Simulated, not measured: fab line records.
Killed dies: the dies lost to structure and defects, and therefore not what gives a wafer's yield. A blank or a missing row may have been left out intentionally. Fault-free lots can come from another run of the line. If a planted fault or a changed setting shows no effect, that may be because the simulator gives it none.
fab line records	flow nand_harc	part 1 of 2: steps 1 to 21 of 31
record lots=5	wafers=15	last_day=30
route steps=1302 shown P_BONDPAD@353
lots that met no fault: taken from a fault-free run of the same line
start_h: the number of hours between the record's first day and the start of the first shown wafer of the lot	wait_h: hours elapsed since this lot's preceding step	" as in the row above	L1.1+2: a single row standing in for several wafers	- no value, or no start was given	* or withheld: withheld	< > ~ a bound
route shown NAME@n: NAME is a module with steps in the file, n the number in the route of the first one	usual: mean/standard deviation of fault-free wafers	same: alike in all rows	chamber/n: place in a boat	sites: each site's reading	_std_site: standard deviation across them	_edge_site: the outer-site mean with the inner-site mean subtracted	radius_mm: how far each site lies from the wafer's centre	mask NAME#n: copy n	behind: the tool/chamber that last shaped the wafer	hold: cause of the lot's hold/its duration in hours/its outcome	device: the n, p or np transistor that did not switch	end of line: the same wafers' tests at the end of the route	where a step has no rows: the recipe by itself	killed: dies lost to structure and defects at the first sort, not the wafer's yield	map: a wafer's dies, x killed, . not, _ none there
set.NAME: setting as actually run; set.NAME@STEP: the setting as run at that earlier step	model.NAME: the simulator's own value behind a step, which no gauge read
lots at some steps of the route; a table a step, a row a wafer
services: a tool's chamber out of use, with start hour (start_h, from the record's first day; less than 0 if before it), hours out, and reason
## steps
# step NHARC_P_BONDPAD_THK_MEAS_33
# recipe thk_meas_gauge=ellipsometry
# usual thk_nm=199.9/1.4
lot.wafer	tool	chamber	start_h	wait_h	thk_nm
L074.1	film_metro-02	-	132.02	0.2	201.9
L074.2	"	-	"	"	202.9
L074.4	"	-	"	"	199.0
L077.1	film_metro-02	-	164.23	0.2	199.0
L077.4	"	-	"	"	199.4
L077.6	"	-	"	"	199.2
L079.2	film_metro-02	-	188.08	0.2	200.8
L079.3	"	-	"	"	197.0
L079.4	"	-	"	"	197.7
L083.4	film_metro-02	-	226.20	0.2	200.0
L083.5	"	-	"	"	201.7
L083.6	"	-	"	"	200.6
L088.1	film_metro-02	-	286.36	0.2	199.7
L088.4	"	-	"	"	201.6
L088.6	"	-	"	"	199.4
# step NHARC_P_BONDPAD_SRD_34
lot.wafer	tool	chamber	start_h	wait_h
L074.4+2+1	wet_bench-10	6,7,1	132.07	0.0
L077.1+6+4	wet_bench-08	1,3,5	164.28	0.0
L079.4+2+3	wet_bench-10	0,1,3	188.13	0.0
L083.5+6+4	wet_bench-08	6,0,2	226.26	0.1
L088.1+6+4	wet_bench-08	3,4,6	286.41	0.0
# step NHARC_P_BONDPAD_DEHYDRATE_01
# recipe temp_c=150	time_s=120
# usual chill_plate_temp_C=23.02/0.11	heater_power_total_W=182.5/1.2
lot.wafer	tool	chamber	start_h	wait_h	chill_plate_temp_C	heater_power_total_W
L074.1	litho_track-07	0	132.14	0.1	23.05	182.6
L074.2	"	0	"	"	22.86	184.2
L074.4	"	0	"	"	22.97	182.2
L077.1	litho_track-05	0	164.35	0.1	22.91	180.9
L077.4	"	0	"	"	22.91	183.6
L077.6	"	0	"	"	22.96	181.4
L079.2	litho_track-03	0	188.21	0.1	23.27	181.1
L079.3	"	0	"	"	22.98	182.2
L079.4	"	0	"	"	23.12	183.9
L083.4	litho_track-05	0	226.34	0.1	22.97	181.9
L083.5	"	0	"	"	23.15	181.2
L083.6	"	0	"	"	23.09	182.9
L088.1	litho_track-03	0	286.49	0.1	23.11	181.0
L088.4	"	0	"	"	23.03	181.0
L088.6	"	0	"	"	23.07	183.8
# step NHARC_P_BONDPAD_HMDS_02
# recipe time_s=30
# usual chill_plate_temp_C=22.98/0.1
lot.wafer	tool	chamber	start_h	wait_h	chill_plate_temp_C
L074.1	litho_track-07	0	-	-	22.96
L074.2	"	0	"	"	22.83
L074.4	"	0	"	"	22.87
L077.1	litho_track-05	0	-	-	22.97
L077.4	"	0	"	"	23.01
L077.6	"	0	"	"	22.95
L079.2	litho_track-03	0	-	-	22.91
L079.3	"	0	"	"	22.87
L079.4	"	0	"	"	22.85
L083.4	litho_track-05	0	-	-	23.07
L083.5	"	0	"	"	22.93
L083.6	"	0	"	"	23.02
L088.1	litho_track-03	0	-	-	23.06
L088.4	"	0	"	"	23.02
L088.6	"	0	"	"	22.98
# step NHARC_P_BONDPAD_COAT_36
# recipe temp_c=200	time_s=65
# usual chill_plate_temp_C=22.99/0.11	heater_power_total_W=386.0/1.3
lot.wafer	tool	chamber	start_h	wait_h	chill_plate_temp_C	heater_power_total_W
L074.1	litho_track-07	0	-	-	22.97	387.1
L074.2	"	0	"	"	23.23	384.2
L074.4	"	0	"	"	23.05	387.9
L077.1	litho_track-05	0	-	-	22.94	385.9
L077.4	"	0	"	"	23.12	387.4
L077.6	"	0	"	"	23.03	384.1
L079.2	litho_track-03	0	-	-	22.92	386.7
L079.3	"	0	"	"	22.86	385.3
L079.4	"	0	"	"	22.84	387.5
L083.4	litho_track-05	0	-	-	23.02	386.3
L083.5	"	0	"	"	23.07	384.5
L083.6	"	0	"	"	23.01	385.1
L088.1	litho_track-03	0	-	-	22.99	385.0
L088.4	"	0	"	"	22.98	388.0
L088.6	"	0	"	"	23.14	386.5
# step NHARC_P_BONDPAD_COAT_03
# recipe spin_rpm=2000	resist_thk_nm=600
# usual chill_plate_temp_C=22.98/0.11
lot.wafer	tool	chamber	start_h	wait_h	chill_plate_temp_C
L074.1	litho_track-07	0	-	-	22.98
L074.2	"	0	"	"	22.99
L074.4	"	0	"	"	23.12
L077.1	litho_track-05	0	-	-	23.06
L077.4	"	0	"	"	22.98
L077.6	"	0	"	"	23.03
L079.2	litho_track-03	0	-	-	23.07
L079.3	"	0	"	"	23.01
L079.4	"	0	"	"	22.97
L083.4	litho_track-05	0	-	-	22.88
L083.5	"	0	"	"	22.95
L083.6	"	0	"	"	22.77
L088.1	litho_track-03	0	-	-	22.92
L088.4	"	0	"	"	22.90
L088.6	"	0	"	"	22.83
# step NHARC_P_BONDPAD_SOFTBAKE_04
# recipe temp_c=125	time_s=70
# usual chill_plate_temp_C=23.01/0.098	heater_power_total_W=201.1/1.3
lot.wafer	tool	chamber	start_h	wait_h	chill_plate_temp_C	heater_power_total_W
L074.1	litho_track-07	0	-	-	23.02	201.4
L074.2	"	0	"	"	23.04	202.5
L074.4	"	0	"	"	23.19	200.2
L077.1	litho_track-05	0	-	-	23.11	202.4
L077.4	"	0	"	"	22.99	201.8
L077.6	"	0	"	"	23.13	199.8
L079.2	litho_track-03	0	-	-	22.98	200.5
L079.3	"	0	"	"	23.08	202.4
L079.4	"	0	"	"	23.06	199.0
L083.4	litho_track-05	0	-	-	23.05	199.2
L083.5	"	0	"	"	23.09	201.7
L083.6	"	0	"	"	23.03	199.2
L088.1	litho_track-03	0	-	-	23.00	202.5
L088.4	"	0	"	"	22.98	202.5
L088.6	"	0	"	"	22.95	200.9
# step NHARC_P_BONDPAD_EBR_05
# usual chill_plate_temp_C=23.00/0.099
lot.wafer	tool	chamber	start_h	wait_h	chill_plate_temp_C
L074.1	litho_track-07	0	-	-	23.04
L074.2	"	0	"	"	23.07
L074.4	"	0	"	"	23.13
L077.1	litho_track-05	0	-	-	22.99
L077.4	"	0	"	"	23.12
L077.6	"	0	"	"	23.09
L079.2	litho_track-03	0	-	-	23.08
L079.3	"	0	"	"	23.00
L079.4	"	0	"	"	22.90
L083.4	litho_track-05	0	-	-	23.14
L083.5	"	0	"	"	23.00
L083.6	"	0	"	"	23.11
L088.1	litho_track-03	0	-	-	23.09
L088.4	"	0	"	"	22.97
L088.6	"	0	"	"	23.01
# step NHARC_P_BONDPAD_EXPOSE_06
# recipe na=0.55	dose_mj=37.06	mask_id=P_BPAD
lot.wafer	tool	chamber	start_h	wait_h	mask
L074.1+2+4	krf_scanner-03	0	132.43	-	P_BPAD#0
L077.1+4+6	krf_scanner-04	0	164.64	-	P_BPAD#0
L079.2+3+4	krf_scanner-02	0	188.50	-	P_BPAD#0
L083.4+5+6	krf_scanner-02	0	226.52	-	P_BPAD#0
L088.1+4+6	krf_scanner-03	0	286.78	-	P_BPAD#0
# step NHARC_P_BONDPAD_PEB_07
# recipe peb_temp_c=128	peb_time_s=80
# usual chill_plate_temp_C=23.02/0.11	heater_power_total_W=189.7/0.78
lot.wafer	tool	chamber	start_h	wait_h	chill_plate_temp_C	heater_power_total_W
L074.1	litho_track-05	0	132.50	0.1	23.06	190.7
L074.2	"	0	"	"	23.07	188.6
L074.4	"	0	"	"	22.87	188.6
L077.1	litho_track-03	0	164.71	0.1	22.99	188.8
L077.4	"	0	"	"	23.06	188.8
L077.6	"	0	"	"	23.08	190.7
L079.2	litho_track-07	0	188.56	0.1	22.98	188.5
L079.3	"	0	"	"	23.10	190.2
L079.4	"	0	"	"	23.00	190.6
L083.4	litho_track-03	0	226.58	0.0	22.86	190.7
L083.5	"	0	"	"	22.93	190.5
L083.6	"	0	"	"	22.71	188.8
L088.1	litho_track-05	0	286.86	0.1	23.07	189.7
L088.4	"	0	"	"	22.96	189.5
L088.6	"	0	"	"	23.03	189.7
# step NHARC_P_BONDPAD_DEVELOP_08
# recipe time_s=50	dev_temp_c=22
# usual chill_plate_temp_C=22.99/0.096	developer_temp_C=22.02/0.093
lot.wafer	tool	chamber	start_h	wait_h	chill_plate_temp_C	developer_temp_C
L074.1	litho_track-05	0	-	-	23.07	22.08
L074.2	"	0	"	"	22.95	22.03
L074.4	"	0	"	"	22.97	22.06
L077.1	litho_track-03	0	-	-	23.08	21.91
L077.4	"	0	"	"	22.92	22.04
L077.6	"	0	"	"	23.06	22.10
L079.2	litho_track-07	0	-	-	23.26	22.09
L079.3	"	0	"	"	23.23	22.00
L079.4	"	0	"	"	23.05	21.94
L083.4	litho_track-03	0	-	-	23.06	22.16
L083.5	"	0	"	"	22.94	22.06
L083.6	"	0	"	"	23.00	22.26
L088.1	litho_track-05	0	-	-	23.07	22.13
L088.4	"	0	"	"	22.92	22.08
L088.6	"	0	"	"	23.01	22.00
# step NHARC_P_BONDPAD_CD_MEAS_09
# recipe target_cd_nm=500	landing_energy_ev=500
# usual cd_nm=498.8/1.6
lot.wafer	tool	chamber	start_h	wait_h	cd_nm
L074.1	cd_sem-03	0	132.58	-	499.9
L074.2	"	0	"	"	499.3
L074.4	"	0	"	"	499.9
L077.1	cd_sem-01	0	164.80	-	498.2
L077.4	"	0	"	"	499.5
L077.6	"	0	"	"	499.2
L079.2	cd_sem-01	0	188.65	-	496.8
L079.3	"	0	"	"	498.9
L079.4	"	0	"	"	501.4
L083.4	cd_sem-03	0	226.67	-	497.4
L083.5	"	0	"	"	497.0
L083.6	"	0	"	"	499.6
L088.1	cd_sem-03	0	286.94	-	496.9
L088.4	"	0	"	"	498.3
L088.6	"	0	"	"	497.3
# step NHARC_P_BONDPAD_OVL_MEAS_38
# usual overlay_x_nm=-1/5	overlay_y_nm=0/6.4
lot.wafer	tool	chamber	start_h	wait_h	overlay_x_nm	overlay_y_nm
L074.1	overlay-02	-	132.67	-	3	9
L074.2	"	-	"	"	3	9
L074.4	"	-	"	"	4	9
L077.1	overlay-01	-	164.88	-	2	2
L077.4	"	-	"	"	2	2
L077.6	"	-	"	"	2	2
L079.2	overlay-02	-	188.74	-	-5	-12
L079.3	"	-	"	"	-5	-13
L079.4	"	-	"	"	-5	-12
L083.4	overlay-01	-	226.75	-	5	0
L083.5	"	-	"	"	5	0
L083.6	"	-	"	"	5	0
L088.1	overlay-01	-	287.03	-	8	0
L088.4	"	-	"	"	8	0
L088.6	"	-	"	"	8	0
# step NHARC_P_BONDPAD_HARDBAKE_10
# recipe temp_c=118	time_s=65
# usual chill_plate_temp_C=22.99/0.11	heater_power_total_W=195.7/0.35
lot.wafer	tool	chamber	start_h	wait_h	chill_plate_temp_C	heater_power_total_W
L074.1	litho_track-05	0	132.72	0.0	22.97	195.1
L074.2	"	0	"	"	22.94	195.4
L074.4	"	0	"	"	23.16	195.2
L077.1	litho_track-07	0	164.93	0.0	23.13	196.0
L077.4	"	0	"	"	23.18	195.3
L077.6	"	0	"	"	23.06	195.8
L079.2	litho_track-07	0	188.79	0.0	23.04	195.3
L079.3	"	0	"	"	22.91	196.2
L079.4	"	0	"	"	22.95	195.3
L083.4	litho_track-03	0	226.80	0.1	22.90	195.2
L083.5	"	0	"	"	22.87	195.9
L083.6	"	0	"	"	22.90	195.2
L088.1	litho_track-07	0	287.08	0.0	22.92	196.2
L088.4	"	0	"	"	23.12	195.9
L088.6	"	0	"	"	23.00	195.6
# step NHARC_P_BONDPAD_DESCUM_11
# recipe time_s=3	o2_flow_sccm=200	ar_flow_sccm=0	bias_power_w=0	chemistry=O2
# usual drypump_motor_current_A=5.9/0.35	oes_product_au=0.998/0.0099	rf_vpp_V=57.8/0.94	showerhead_plenum_p_Torr=1.92/0.085	throttle_valve_pct=11.310/0.0086
lot.wafer	tool	chamber	start_h	wait_h	drypump_motor_current_A	oes_product_au	rf_hours_counter_h	rf_vpp_V	showerhead_plenum_p_Torr	throttle_valve_pct
L074.2	rie_diel-04	0	132.80	-	5.6	1.018	3.9	57.5	1.96	11.307
L074.1	"	1	"	"	6.4	0.982	3.7	56.6	1.99	11.298
L074.4	"	3	"	"	6.1	1.005	3.8	58.8	1.91	11.316
L077.4	rie_diel-04	3	165.01	-	6.1	1.004	4.7	58.0	1.91	11.322
L077.1	"	1	"	"	6.4	0.988	4.5	57.9	1.99	11.306
L077.6	"	3	"	"	6.1	1.013	-	57.9	1.91	11.297
L079.3	rie_diel-04	2	188.86	-	5.9	0.990	0.1	59.3	2.01	11.310
L079.2	"	3	"	"	6.2	0.989	0.0	57.6	1.91	11.305
L079.4	"	1	"	"	6.4	1.008	0.1	58.9	1.99	11.312
L083.4	rie_diel-07	0	226.89	-	5.2	1.006	5.4	55.6	1.82	11.312
L083.5	"	2	"	"	5.8	0.987	-	57.9	1.88	11.306
L083.6	"	3	"	"	5.8	1.006	-	58.0	1.82	11.316
L088.1	rie_diel-07	1	287.17	-	6.5	1.012	8.9	59.4	2.05	11.316
L088.4	"	2	"	"	5.8	0.999	8.5	58.1	1.88	11.315
L088.6	"	3	"	"	5.8	1.001	-	56.1	1.82	11.308
# step NHARC_P_BONDPAD_ETCH_37
# recipe target_depth_a=600	overetch_a=180	time_s=65.91	ion_energy_ev=200	n2_flow_sccm=150	h2_flow_sccm=150	ar_flow_sccm=0	rf_w=400	bias_w=150	chemistry=N2/H2
# usual drypump_motor_current_A=5.9/0.38	oes_product_au=0.996/0.01	rf_fwd_power_W=396.9/1.6	rf_vpp_V=430.8/2.7	showerhead_plenum_p_Torr=2.05/0.093	throttle_valve_pct=14.172/0.0088
lot.wafer	tool	chamber	start_h	wait_h	drypump_motor_current_A	oes_product_au	rf_fwd_power_W	rf_hours_counter_h	rf_vpp_V	showerhead_plenum_p_Torr	throttle_valve_pct
L074.2	rie_diel-04	3	132.88	0.1	6.2	1.005	399.5	3.8	430.7	2.03	14.183
L074.4	"	0	"	"	5.6	1.013	393.3	3.9	432.6	2.09	14.174
L074.1	"	1	"	"	6.4	0.988	395.8	3.7	433.2	2.13	14.189
L077.4	rie_diel-04	0	165.11	0.1	5.6	0.999	395.5	4.8	431.2	2.09	14.161
L077.1	"	1	"	"	6.4	0.981	397.0	4.5	432.7	2.13	14.159
L077.6	"	2	"	"	5.9	1.001	397.9	-	433.9	2.15	14.174
L079.3	rie_diel-04	2	188.95	0.1	5.9	0.993	398.0	0.1	432.5	2.15	14.163
L079.2	"	3	"	"	6.1	0.994	399.3	0.0	430.1	2.03	14.175
L079.4	"	0	"	"	5.6	1.003	394.1	0.1	431.5	2.09	14.168
L083.4	rie_diel-07	3	226.97	0.1	5.8	0.998	397.0	5.9	427.8	1.94	14.164
L083.5	"	1	"	"	6.5	1.009	396.2	-	434.5	2.19	14.167
L083.6	"	2	"	"	5.8	0.987	398.0	-	430.6	2.01	14.177
L088.4	rie_diel-07	2	287.24	0.1	5.7	0.990	394.8	8.5	428.9	2.01	14.171
L088.1	"	1	"	"	6.5	0.997	397.6	8.9	434.1	2.18	14.179
L088.6	"	2	"	"	5.8	0.986	394.2	-	430.1	2.01	14.183
# step NHARC_P_BONDPAD_ETCH_12
# recipe target_depth_a=2000	time_s=100	chf3_flow_sccm=50	o2_flow_sccm=10	ar_flow_sccm=200	rf_w=500	bias_w=200	chemistry=CHF3/O2
# usual drypump_motor_current_A=5.9/0.38	oes_product_au=0.941/0.022	rf_fwd_power_W=496.9/1.7	rf_vpp_V=370.7/2.3	showerhead_plenum_p_Torr=2.41/0.1	throttle_valve_pct=20.573/0.0089
lot.wafer	tool	chamber	start_h	wait_h	drypump_motor_current_A	oes_product_au	rf_fwd_power_W	rf_hours_counter_h	rf_vpp_V	showerhead_plenum_p_Torr	throttle_valve_pct
L074.4	rie_diel-04	0	-	-	5.6	0.937	495.4	4.0	372.1	2.46	20.572
L074.2	"	2	"	"	5.8	0.920	500.5	3.6	372.7	2.52	20.573
L074.1	"	3	"	"	6.2	0.923	498.2	3.8	370.2	2.39	20.576
L077.1	rie_diel-04	2	-	-	5.9	0.967	496.8	4.4	372.7	2.52	20.571
L077.4	"	3	"	"	6.1	0.962	498.1	4.7	370.7	2.39	20.583
L077.6	"	0	"	"	5.6	0.970	495.3	-	370.8	2.46	20.560
L079.3	rie_diel-04	1	-	-	6.4	0.986	495.0	0.1	371.7	2.50	20.563
L079.4	"	2	"	"	5.9	0.948	495.7	0.1	373.4	2.52	20.555
L079.2	"	3	"	"	6.2	0.954	497.9	0.1	370.1	2.39	20.568
L083.4	rie_diel-07	2	-	-	5.8	0.916	497.4	6.2	370.6	2.37	20.566
L083.6	"	1	"	"	6.5	0.923	498.8	-	374.1	2.56	20.583
L083.5	"	2	"	"	5.8	0.916	497.0	-	369.2	2.37	20.580
L088.1	rie_diel-07	3	-	-	5.8	0.931	495.9	9.2	367.7	2.29	20.575
L088.4	"	0	"	"	5.2	0.930	497.2	8.9	367.5	2.28	20.574
L088.6	"	0	"	"	5.2	0.930	499.2	-	367.4	2.28	20.571
# step NHARC_P_BONDPAD_CD_MEAS_13
# usual cd_nm=498.2/1.7
lot.wafer	tool	chamber	start_h	wait_h	cd_nm
L074.1	cd_sem-02	-	133.11	-	498.4
L074.2	"	-	"	"	499.4
L074.4	"	-	"	"	499.6
L077.1	cd_sem-01	-	165.32	-	498.1
L077.4	"	-	"	"	498.1
L077.6	"	-	"	"	500.2
L079.2	cd_sem-02	-	189.18	-	496.2
L079.3	"	-	"	"	498.0
L079.4	"	-	"	"	500.4
L083.4	cd_sem-02	-	227.19	-	496.7
L083.5	"	-	"	"	495.8
L083.6	"	-	"	"	499.6
L088.1	cd_sem-01	-	287.47	-	495.8
L088.4	"	-	"	"	498.7
L088.6	"	-	"	"	497.0
# step NHARC_P_BONDPAD_STRIP_15
# recipe o2_flow_sccm=500	ar_flow_sccm=0	bias_w=0	chemistry=O2
# usual drypump_motor_current_A=5.8/0.31	oes_product_au=0.998/0.01	rf_vpp_V=57.8/0.87	showerhead_plenum_p_Torr=3.52/0.15	throttle_valve_pct=17.036/0.009
lot.wafer	tool	chamber	start_h	wait_h	drypump_motor_current_A	oes_product_au	rf_hours_counter_h	rf_vpp_V	showerhead_plenum_p_Torr	throttle_valve_pct
L074.1	rie_diel-02	1	133.20	0.1	5.7	0.985	5.0	57.5	3.48	17.040
L074.4	"	2	"	"	5.8	0.995	5.2	55.8	3.29	17.032
L074.2	"	3	"	"	5.7	0.993	6.1	56.6	3.35	17.031
L077.4	rie_diel-02	3	165.40	0.1	5.7	0.985	6.4	57.1	3.35	17.045
L077.1	"	2	"	"	5.8	1.006	5.5	56.9	3.29	17.025
L077.6	"	3	"	"	5.7	0.995	-	56.0	3.35	17.038
L079.4	rie_diel-02	2	189.25	0.1	5.8	0.994	7.2	57.3	3.29	17.033
L079.3	"	3	"	"	5.7	0.988	8.0	57.4	3.35	17.035
L079.2	"	1	"	"	5.7	0.984	6.9	57.3	3.48	17.033
L083.5	rie_diel-04	0	227.32	0.1	5.6	0.998	-	58.3	3.60	17.031
L083.6	"	2	"	"	5.9	0.986	-	59.0	3.70	17.043
L083.4	"	3	"	"	6.2	0.989	-	57.4	3.51	17.034
L088.1	rie_diel-07	0	287.56	0.1	5.3	1.002	8.9	57.0	3.36	17.044
L088.4	"	1	"	"	6.5	0.999	8.9	58.8	3.76	17.036
L088.6	"	3	"	"	5.8	1.011	-	57.5	3.36	17.069
# step NHARC_P_BONDPAD_ETCH_24
# recipe target_depth_a=300	over_etch_frac=0.3	time_s=72.99	ion_energy_ev=150	cf4_flow_sccm=50	n2_flow_sccm=100	ar_flow_sccm=150	rf_w=300	bias_w=100	chemistry=CF4/N2
# usual drypump_motor_current_A=5.8/0.3	oes_product_au=0.997/0.0094	rf_fwd_power_W=297.7/1	rf_vpp_V=314.0/2.2	showerhead_plenum_p_Torr=2.62/0.11	throttle_valve_pct=19.794/0.0092
lot.wafer	tool	chamber	start_h	wait_h	drypump_motor_current_A	oes_product_au	rf_fwd_power_W	rf_hours_counter_h	rf_vpp_V	showerhead_plenum_p_Torr	throttle_valve_pct
L074.2	rie_diel-02	2	-	-	5.8	0.989	298.1	5.2	309.1	2.45	19.799
L074.4	"	0	"	"	5.7	1.010	298.3	6.0	316.5	2.74	19.780
L074.1	"	1	"	"	5.7	1.003	298.5	5.1	313.6	2.59	19.804
L077.1	rie_diel-02	1	-	-	5.7	0.988	297.1	5.4	313.0	2.59	19.792
L077.4	"	0	"	"	5.7	0.999	297.7	6.4	316.0	2.74	19.793
L077.6	"	2	"	"	5.8	0.994	298.9	-	311.2	2.45	19.785
L079.4	rie_diel-02	0	-	-	5.7	0.999	300.2	7.7	315.4	2.74	19.786
L079.3	"	1	"	"	5.7	0.994	297.7	6.9	314.6	2.59	19.785
L079.2	"	2	"	"	5.8	0.990	296.8	7.2	310.7	2.45	19.805
L083.6	rie_diel-04	0	227.47	0.1	5.6	0.999	295.6	-	314.3	2.68	19.790
L083.5	"	2	"	"	5.9	0.990	297.8	-	315.9	2.76	19.789
L083.4	"	3	"	"	6.1	0.991	299.0	-	313.7	2.62	19.779
L088.1	rie_diel-07	2	-	-	5.8	0.997	296.4	8.6	313.5	2.59	19.795
L088.4	"	1	"	"	6.5	1.010	296.8	8.9	317.7	2.80	19.789
L088.6	"	3	"	"	5.8	1.002	297.0	-	310.6	2.50	19.794
# step NHARC_P_BONDPAD_STRIP_16
# recipe time_s=600	temp_c=30	chemistry=post_etch_residue_remover
lot.wafer	tool	chamber	start_h	wait_h
L074.1+4+2	wet_bench-10	3,7,0	133.47	-
L077.4+1+6	wet_bench-10	1,3,4	165.68	-
L079.3+2+4	wet_bench-10	6,0,1	189.54	-
L083.6+4+5	wet_bench-08	5,6,1	227.60	-
L088.4+6+1	wet_bench-08	1,2,4	287.84	-
